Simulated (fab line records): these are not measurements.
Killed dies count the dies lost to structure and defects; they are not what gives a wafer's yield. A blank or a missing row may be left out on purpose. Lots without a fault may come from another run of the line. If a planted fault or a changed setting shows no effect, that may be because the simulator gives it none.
What tool caused it? | flow n5Finfet | Sampling: 24 lots, 72 wafers, 6 of 1938 route steps

WHAT THE GAUGES SHOWED, per wafer
N5_BEOL_M12_OVL_MEAS_29. Usual: for M12_OVL the level is -2 nm and the standard deviation is 5.1.
lot  | measured     | on         | M12_OVL (nm) | flag
L074 | day 10 08:20 | overlay-02 | -1 -2 2      | 
L076 | day 10 18:58 | overlay-01 | 11 8 4       | 
L075 | day 11 12:20 | overlay-02 | 1 -8 -5      | 
L077 | day 11 20:07 | overlay-01 | 4 4 0        | 
L078 | day 12 05:47 | overlay-02 | -5 -3 -7     | 
L079 | day 12 14:56 | overlay-02 | -3 2 -6      | 
L080 | day 12 20:30 | overlay-02 | 0 -4 3       | 
L083 | day 13 03:44 | overlay-02 | -10 -12 -11  | 
L081 | day 13 13:37 | overlay-01 | 5 11 5       | 
L082 | day 13 14:37 | overlay-01 | 0 4 4        | 
L084 | day 13 21:59 | overlay-02 | -6 2 0       | 
L085 | day 14 08:20 | overlay-02 | -1 -5 0      | 
L086 | day 14 15:01 | overlay-01 | 4 -1 -4      | 
L089 | day 14 15:13 | overlay-01 | -5 -11 -11   | 
L087 | day 14 18:12 | overlay-02 | 5 0 -3       | 
L088 | day 14 23:27 | overlay-02 | -5 2 4       | 
L090 | day 15 04:13 | overlay-02 | -9 -6 -11    | 
L092 | day 15 09:19 | overlay-02 | 3 -4 -2      | 
L093 | day 15 09:28 | overlay-02 | 0 -3 -5      | 
L091 | day 15 18:11 | overlay-01 | 2 4 -4       | 
L094 | day 16 13:41 | overlay-02 | -2 -1 -1     | 
L095 | day 16 15:30 | overlay-02 | -4 -11 -11   | 
L097 | day 17 06:26 | overlay-01 | 1 -2 -2      | 
L096 | day 17 16:31 | overlay-01 | -4 -2 8      | 

TOOL THAT RAN EACH LOT (tool first, then ch and the chambers of the sampled wafers, then the start)
lot  | N5_BEOL_M11_ETCH_41                          | N5_BEOL_M11_STRIP_77                         | N5_BEOL_M11_SURFACE_TREAT_76 | N5_BEOL_M11_SPUTTER_48      | N5_BEOL_M11_CMP_52
L074 | rieDiel-06 ch 0,1,2, day 10 03:22 or earlier | rieDiel-06 ch 0,1,2, day 10 03:22 or earlier | pvdSputter-02, day 10 03:22  | pvdSputter-02, day 10 05:34 | cmp-02 ch 0,1,2, day 10 06:14
L076 | rieDiel-05 ch 2,3, day 10 15:49 or earlier   | rieDiel-05 ch 2,3, day 10 15:49 or earlier   | pvdSputter-02, day 10 15:49  | pvdSputter-02, day 10 16:10 | cmp-02 ch 0,1,2, day 10 16:44
L075 | rieDiel-06 ch 2,3, day 11 09:04 or earlier   | rieDiel-06 ch 2,3, day 11 09:04 or earlier   | pvdSputter-02, day 11 09:04  | pvdSputter-01, day 11 09:25 | cmp-02 ch 0,3, day 11 10:13
L077 | rieDiel-05 ch 2,3, day 11 17:27 or earlier   | rieDiel-05 ch 2,3, day 11 17:27 or earlier   | pvdSputter-03, day 11 17:27  | pvdSputter-03, day 11 17:39 | cmp-01 ch 0,2,3, day 11 18:22
L078 | rieDiel-03 ch 0,2,3, day 12 02:59 or earlier | rieDiel-03 ch 0,2,3, day 12 02:59 or earlier | pvdSputter-02, day 12 02:59  | pvdSputter-02, day 12 03:11 | cmp-02 ch 1,2,3, day 12 03:47
L079 | rieDiel-05 ch 0,3, day 12 12:09 or earlier   | rieDiel-05 ch 0,3, day 12 12:09 or earlier   | pvdSputter-01, day 12 12:09  | pvdSputter-03, day 12 12:28 | cmp-01 ch 0,3, day 12 13:01
L080 | rieDiel-05 ch 0,1,2, day 12 17:26 or earlier | rieDiel-05 ch 0,1,2, day 12 17:26 or earlier | pvdSputter-02, day 12 17:26  | pvdSputter-02, day 12 17:44 | cmp-01 ch 2,3, day 12 18:24
L083 | rieDiel-03 ch 2,3, day 13 01:08 or earlier   | rieDiel-03 ch 2,3, day 13 01:08 or earlier   | pvdSputter-01, day 13 01:08  | pvdSputter-03, day 13 01:21 | cmp-01 ch 1,2, day 13 01:52
L081 | rieDiel-03 ch 0,3, day 13 10:19 or earlier   | rieDiel-03 ch 0,3, day 13 10:19 or earlier   | pvdSputter-02, day 13 10:19  | pvdSputter-01, day 13 10:37 | cmp-03 ch 1,2, day 13 11:36
L082 | rieDiel-05 ch 2,3, day 13 10:44 or earlier   | rieDiel-05 ch 2,3, day 13 10:44 or earlier   | pvdSputter-01, day 13 10:44  | pvdSputter-01, day 13 11:13 | cmp-03 ch 1,3, day 13 12:27
L084 | rieDiel-05 ch 0,2,3, day 13 19:18 or earlier | rieDiel-05 ch 0,2,3, day 13 19:18 or earlier | pvdSputter-02, day 13 19:18  | pvdSputter-02, day 13 19:29 | cmp-02 ch 0,1,2, day 13 20:00
L085 | rieDiel-06 ch 1,2,3, day 14 05:31 or earlier | rieDiel-06 ch 1,2,3, day 14 05:31 or earlier | pvdSputter-02, day 14 05:31  | pvdSputter-03, day 14 05:49 | cmp-01 ch 1,2,3, day 14 06:20
L086 | rieDiel-06 ch 1,2, day 14 10:55 or earlier   | rieDiel-06 ch 1,2, day 14 10:55 or earlier   | pvdSputter-02, day 14 10:55  | pvdSputter-01, day 14 11:30 | cmp-01 ch 0,1,2, day 14 13:05
L089 | rieDiel-03 ch 0,1,2, day 14 11:11 or earlier | rieDiel-03 ch 0,1,2, day 14 11:11 or earlier | pvdSputter-03, day 14 11:11  | pvdSputter-01, day 14 11:35 | cmp-03 ch 1,3, day 14 13:06
L087 | rieDiel-06 ch 0,3, day 14 14:42 or earlier   | rieDiel-06 ch 0,3, day 14 14:42 or earlier   | pvdSputter-01, day 14 14:42  | pvdSputter-01, day 14 15:31 | cmp-03 ch 0,2,3, day 14 16:13
L088 | rieDiel-06 ch 1,2,3, day 14 18:56 or earlier | rieDiel-06 ch 1,2,3, day 14 18:56 or earlier | pvdSputter-02, day 14 18:56  | pvdSputter-02, day 14 20:49 | cmp-01 ch 0,1,3, day 14 21:30
L090 | rieDiel-03 ch 0,2,3, day 15 01:21 or earlier | rieDiel-03 ch 0,2,3, day 15 01:21 or earlier | pvdSputter-02, day 15 01:21  | pvdSputter-03, day 15 01:32 | cmp-01 ch 1,2,3, day 15 02:16
L092 | rieDiel-06 ch 1,2, day 15 06:34 or earlier   | rieDiel-06 ch 1,2, day 15 06:34 or earlier   | pvdSputter-02, day 15 06:34  | pvdSputter-03, day 15 06:46 | cmp-01 ch 1,2, day 15 07:22
L093 | rieDiel-05 ch 1,2,3, day 15 06:34 or earlier | rieDiel-05 ch 1,2,3, day 15 06:34 or earlier | pvdSputter-03, day 15 06:34  | pvdSputter-02, day 15 06:48 | cmp-03 ch 0,2,3, day 15 07:29
L091 | rieDiel-06 ch 1,2,3, day 15 15:29 or earlier | rieDiel-06 ch 1,2,3, day 15 15:29 or earlier | pvdSputter-01, day 15 15:29  | pvdSputter-03, day 15 15:47 | cmp-03 ch 0,1,3, day 15 16:19
L094 | rieDiel-03 ch 0,1,3, day 16 10:55 or earlier | rieDiel-03 ch 0,1,3, day 16 10:55 or earlier | pvdSputter-03, day 16 10:55  | pvdSputter-01, day 16 11:11 | cmp-03 ch 0,1,2, day 16 11:43
L095 | rieDiel-06 ch 2,3, day 16 11:42 or earlier   | rieDiel-06 ch 2,3, day 16 11:42 or earlier   | pvdSputter-01, day 16 11:42  | pvdSputter-01, day 16 12:01 | cmp-03 ch 2,3, day 16 13:31
L097 | rieDiel-06 ch 0,2,3, day 17 01:59 or earlier | rieDiel-06 ch 0,2,3, day 17 01:59 or earlier | pvdSputter-03, day 17 01:59  | pvdSputter-02, day 17 03:30 | cmp-01 ch 0,2, day 17 04:04
L096 | rieDiel-06 ch 1,2,3, day 17 12:54 or earlier | rieDiel-06 ch 1,2,3, day 17 12:54 or earlier | pvdSputter-03, day 17 12:54  | pvdSputter-01, day 17 13:10 | cmp-01 ch 0,3, day 17 14:38
- N5_BEOL_M11_ETCH_41: etches SiCN in CH3F/O2, target depth 42.6 nm, time 86 s.
- N5_BEOL_M11_STRIP_77: strips in N2/H2, time 10 s.
- N5_BEOL_M11_SURFACE_TREAT_76
- N5_BEOL_M11_SPUTTER_48: material Cu, target thk 12 nm, time 2 s.
- N5_BEOL_M11_CMP_52: polishes, stops on SiCOH lowk, t overpolish 7 s, target thk 140 nm.

AS READ BY THE TOOLS THEMSELVES (means over the sampled wafers that have a number; for cases with no such wafer, the mark the record gives instead)
N5_BEOL_M11_ETCH_41. Usual: drypumpMotorCurrentA 5.5 A, standard deviation 0.38; oesProductAu 0.79 a.u., standard deviation 0.079; rfVppV 297.4 V, standard deviation 1.4; showerheadPlenumPTorr 2.00 Torr, standard deviation 0.055; throttleValvePct 16.34 %, standard deviation 0.22.
lot  | tool       | drypumpMotorCurrentA (A) | oesProductAu (a.u.) | rfVppV (V) | showerheadPlenumPTorr (Torr) | throttleValvePct (%) | flag
L074 | rieDiel-06 | 5.7                      | 0.80                | 298.4      | 2.04                         | 16.37                | 
L076 | rieDiel-05 | 5.7                      | 0.79                | 297.7      | 2.01                         | 16.47                | 
L075 | rieDiel-06 | 5.4                      | 0.89                | 297.0      | 1.98                         | 16.28                | 
L077 | rieDiel-05 | 5.5                      | 0.77                | 297.3      | 2.01                         | 16.32                | 
L078 | rieDiel-03 | 5.8                      | 0.77                | 297.9      | 2.00                         | 16.28                | 
L079 | rieDiel-05 | 5.2                      | 0.72                | 297.1      | 2.00                         | 16.33                | 
L080 | rieDiel-05 | 5.2                      | 0.77                | 297.1      | 1.97                         | 16.49                | 
L083 | rieDiel-03 | 5.6                      | 0.70                | 297.4      | 2.04                         | 16.34                | 
L081 | rieDiel-03 | 5.9                      | 0.82                | 296.8      | 1.97                         | 16.25                | 
L082 | rieDiel-05 | 5.5                      | 0.75                | 297.1      | 2.00                         | 16.33                | 
L084 | rieDiel-05 | 5.4                      | 0.73                | 297.5      | 1.99                         | 16.51                | 
L085 | rieDiel-06 | 5.5                      | 0.84                | 297.8      | 2.02                         | 16.29                | 
L086 | rieDiel-06 | 5.8                      | 0.79                | 298.5      | 2.04                         | 16.37                | 
L089 | rieDiel-03 | 5.7                      | 0.77                | 297.2      | 2.01                         | 16.15                | 
L087 | rieDiel-06 | 5.3                      | 0.76                | 296.9      | 1.96                         | 16.53                | 
L088 | rieDiel-06 | 5.6                      | 0.84                | 298.2      | 2.02                         | 16.30                | 
L090 | rieDiel-03 | 5.8                      | 0.74                | 296.6      | 2.00                         | 16.31                | 
L092 | rieDiel-06 | 5.8                      | 0.78                | 297.7      | 2.04                         | 16.38                | 
L093 | rieDiel-05 | 5.4                      | 0.77                | 297.1      | 1.98                         | 16.36                | 
L091 | rieDiel-06 | 5.6                      | 0.82                | 298.2      | 2.02                         | 16.32                | 
L094 | rieDiel-03 | 5.6                      | 0.77                | 296.8      | 1.98                         | 16.34                | 
L095 | rieDiel-06 | 5.4                      | 0.83                | 296.9      | 1.96                         | 16.37                | 
L097 | rieDiel-06 | 5.4                      | 0.84                | 296.6      | 1.97                         | 16.35                | 
L096 | rieDiel-06 | 5.5                      | 0.80                | 297.6      | 2.02                         | 16.35                | 

N5_BEOL_M11_STRIP_77. Usual: drypumpMotorCurrentA 5.5 A, standard deviation 0.38; oesProductAu 0.80 a.u., standard deviation 0.08; rfVppV 59.2 V, standard deviation 0.93; showerheadPlenumPTorr 2.54 Torr, standard deviation 0.068; throttleValvePct 23.62 %, standard deviation 0.23.
lot  | tool       | drypumpMotorCurrentA (A) | oesProductAu (a.u.) | rfVppV (V) | showerheadPlenumPTorr (Torr) | throttleValvePct (%) | flag
L074 | rieDiel-06 | 5.6                      | 0.81                | 59.9       | 2.59                         | 23.70                | 
L076 | rieDiel-05 | 5.7                      | 0.78                | 59.1       | 2.55                         | 23.76                | 
L075 | rieDiel-06 | 5.3                      | 0.89                | 58.8       | 2.50                         | 23.53                | 
L077 | rieDiel-05 | 5.5                      | 0.76                | 58.7       | 2.54                         | 23.55                | 
L078 | rieDiel-03 | 5.8                      | 0.77                | 59.4       | 2.54                         | 23.55                | 
L079 | rieDiel-05 | 5.2                      | 0.72                | 59.9       | 2.52                         | 23.51                | 
L080 | rieDiel-05 | 5.3                      | 0.76                | 59.2       | 2.50                         | 23.73                | 
L083 | rieDiel-03 | 5.6                      | 0.70                | 59.4       | 2.58                         | 23.52                | 
L081 | rieDiel-03 | 6.0                      | 0.82                | 58.8       | 2.50                         | 23.60                | 
L082 | rieDiel-05 | 5.5                      | 0.75                | 59.5       | 2.53                         | 23.58                | 
L084 | rieDiel-05 | 5.4                      | 0.73                | 59.7       | 2.52                         | 23.74                | 
L085 | rieDiel-06 | 5.6                      | 0.85                | 59.2       | 2.57                         | 23.60                | 
L086 | rieDiel-06 | 5.8                      | 0.79                | 59.3       | 2.59                         | 23.66                | 
L089 | rieDiel-03 | 5.7                      | 0.77                | 59.0       | 2.54                         | 23.40                | 
L087 | rieDiel-06 | 5.3                      | 0.76                | 59.0       | 2.49                         | 23.79                | 
L088 | rieDiel-06 | 5.6                      | 0.84                | 60.1       | 2.57                         | 23.60                | 
L090 | rieDiel-03 | 5.8                      | 0.74                | 59.7       | 2.54                         | 23.57                | 
L092 | rieDiel-06 | 5.8                      | 0.78                | 58.2       | 2.59                         | 23.67                | 
L093 | rieDiel-05 | 5.4                      | 0.77                | 59.4       | 2.50                         | 23.59                | 
L091 | rieDiel-06 | 5.6                      | 0.82                | 59.6       | 2.56                         | 23.60                | 
L094 | rieDiel-03 | 5.6                      | 0.77                | 59.5       | 2.51                         | 23.67                | 
L095 | rieDiel-06 | 5.4                      | 0.83                | 58.4       | 2.49                         | 23.59                | 
L097 | rieDiel-06 | 5.5                      | 0.85                | 59.1       | 2.49                         | 23.63                | 
L096 | rieDiel-06 | 5.6                      | 0.81                | 59.6       | 2.56                         | 23.63                | 

N5_BEOL_M11_SPUTTER_48. Usual: chamberPressurePa 0.12999 Pa, standard deviation 0.00025; throttleValvePct 30.3 %, standard deviation 1.2.
lot  | tool          | chamberPressurePa (Pa) | throttleValvePct (%) | flag
L074 | pvdSputter-02 | 0.13004                | 30.7                 | 
L076 | pvdSputter-02 | 0.13008                | 30.9                 | 
L075 | pvdSputter-01 | 0.13030                | 29.9                 | 
L077 | pvdSputter-03 | 0.13018                | 30.1                 | 
L078 | pvdSputter-02 | 0.12987                | 31.0                 | 
L079 | pvdSputter-03 | 0.13005                | 29.4                 | 
L080 | pvdSputter-02 | 0.12984                | 31.4                 | 
L083 | pvdSputter-03 | 0.13005                | 30.3                 | 
L081 | pvdSputter-01 | 0.12980                | 30.8                 | 
L082 | pvdSputter-01 | 0.12971                | 29.2                 | 
L084 | pvdSputter-02 | 0.13012                | 30.7                 | 
L085 | pvdSputter-03 | 0.12996                | 29.3                 | 
L086 | pvdSputter-01 | 0.12988                | 29.6                 | 
L089 | pvdSputter-01 | 0.13010                | 29.8                 | 
L087 | pvdSputter-01 | 0.12972                | 30.0                 | 
L088 | pvdSputter-02 | 0.12999                | 31.0                 | 
L090 | pvdSputter-03 | 0.12984                | 30.2                 | 
L092 | pvdSputter-03 | 0.12983                | 30.5                 | 
L093 | pvdSputter-02 | 0.12994                | 30.5                 | 
L091 | pvdSputter-03 | 0.12993                | 30.5                 | 
L094 | pvdSputter-01 | 0.13005                | 29.6                 | 
L095 | pvdSputter-01 | 0.13024                | 30.8                 | 
L097 | pvdSputter-02 | 0.12989                | 30.2                 | 
L096 | pvdSputter-01 | 0.12989                | 31.0                 | 

N5_BEOL_M11_CMP_52. Usual: barrierFieldEndpointS 29.0 s, standard deviation 0.71; motorCurrentA 6.0 A, standard deviation 0.65; overpolishRunS 7.000 s, standard deviation 0.0094; timeToEndpointS 65.4 s, standard deviation 2.8.
lot  | tool   | barrierFieldEndpointS (s) | motorCurrentA (A) | overpolishRunS (s) | timeToEndpointS (s) | flag
L074 | cmp-02 | 29.4                      | 5.5               | 7.001              | 70.6                | 
L076 | cmp-02 | 28.5                      | 5.7               | 6.996              | 65.3                | 
L075 | cmp-02 | 29.0                      | 5.1               | 6.999              | 66.5                | 
L077 | cmp-01 | 28.6                      | 6.1               | 7.000              | 64.4                | 
L078 | cmp-02 | 30.5                      | 5.7               | 6.999              | 69.9                | 
L079 | cmp-01 | 28.5                      | 6.2               | 7.007              | 61.4                | 
L080 | cmp-01 | 28.5                      | 5.4               | 6.995              | 62.5                | 
L083 | cmp-01 | 29.0                      | 6.5               | 6.997              | 66.6                | 
L081 | cmp-03 | 28.7                      | 6.0               | 6.993              | 64.6                | 
L082 | cmp-03 | 28.7                      | 6.4               | 6.995              | 67.2                | 
L084 | cmp-02 | 29.4                      | 5.6               | 7.013              | 67.1                | 
L085 | cmp-01 | 29.0                      | 6.1               | 6.995              | 65.0                | 
L086 | cmp-01 | 29.0                      | 6.6               | 7.002              | 63.4                | 
L089 | cmp-03 | 29.3                      | 6.2               | 7.000              | 67.4                | 
L087 | cmp-03 | 29.5                      | 6.2               | 6.998              | 66.6                | 
L088 | cmp-01 | 28.0                      | 6.3               | 7.003              | 64.4                | 
L090 | cmp-01 | 28.9                      | 5.9               | 7.004              | 64.4                | 
L092 | cmp-01 | 28.3                      | 6.5               | 7.007              | 64.0                | 
L093 | cmp-03 | 29.1                      | 6.1               | 6.994              | 67.1                | 
L091 | cmp-03 | 29.0                      | 6.2               | 6.994              | 64.9                | 
L094 | cmp-03 | 29.8                      | 5.9               | 6.997              | 64.7                | 
L095 | cmp-03 | 29.0                      | 6.6               | 7.000              | 65.5                | 
L097 | cmp-01 | 29.3                      | 6.5               | 7.005              | 62.2                | 
L096 | cmp-01 | 28.9                      | 5.6               | 7.004              | 63.6                | 

THE ANSWER, worked out from the rows above alone
Rule: take the mean of a lot's wafers that have a number; if it is more than 3 standard deviations from the usual mean, the lot is off. Also off: a lot with no number at a reading for which 4 or more lots have one. Any other lot the step has rows for is counted as sound. The gauges are gone through in route order, then the tools' own readings, and for those a lot's mean is taken as printed above. At the first step where some lot is off, the reading lying furthest off is the one used; lots without a number count as furthest.
No lot is off on any of the readings shown, so nothing can be concluded from this.

WHAT HAD BEEN PUT IN BY THE SIMULATOR
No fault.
